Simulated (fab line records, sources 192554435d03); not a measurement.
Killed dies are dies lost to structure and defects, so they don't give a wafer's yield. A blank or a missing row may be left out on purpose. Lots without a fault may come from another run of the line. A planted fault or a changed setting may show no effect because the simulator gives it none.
Chamber matching | flow n5_finfet | N5_BEOL_M3_ALD_98 on ald_sin-02: 4 sister chambers
The step deposits SiO2, target thk 2.5 nm, pulse time 1 s, co reactant pulse time 1 s. 4 wafers are shown with their chamber, then 8 later ones without.

WAFERS WITH THEIR CHAMBER
wafer  | chamber | heater_power_w (W)
L087.3 | 0       | 81
L087.4 | 2       | 77
L087.6 | 3       | 65
L089.1 | 1       | 90

WAFERS WITHOUT THEIR CHAMBER
wafer  | heater_power_w (W)
L089.2 | 65
L089.4 | 77
L092.2 | 64
L092.4 | 91
L092.6 | 80
L093.2 | 82
L093.5 | 82
L093.6 | 67

WHICH CHAMBER EACH WENT THROUGH
wafer  | from the rows above     | in truth
L089.2 | 3                       | 3
L089.4 | 2                       | 2
L092.2 | 3                       | 3
L092.4 | 1                       | 1
L092.6 | can't be placed: 0 or 2 | 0
L093.2 | 0                       | 0
L093.5 | 0                       | 0
L093.6 | 3                       | 3
Placed correctly: 7 of 8. Can't be placed from these rows: 1 (the true chamber is among the candidates in 1). Placed wrongly: 0.
How it was worked out, from the rows above alone: a wafer's distance from a chamber is the root of the sum, over the readings, of the square of ((its reading less the chamber's mean) divided by the reading's scatter). The wafer belongs to the nearest chamber; if the next one is less than 2 further off, it can't be placed. A chamber's mean is the mean of its shown wafers. The scatter: with one shown wafer a chamber, the root of the mean of the squares of how far each hidden wafer lies from its nearest shown one.
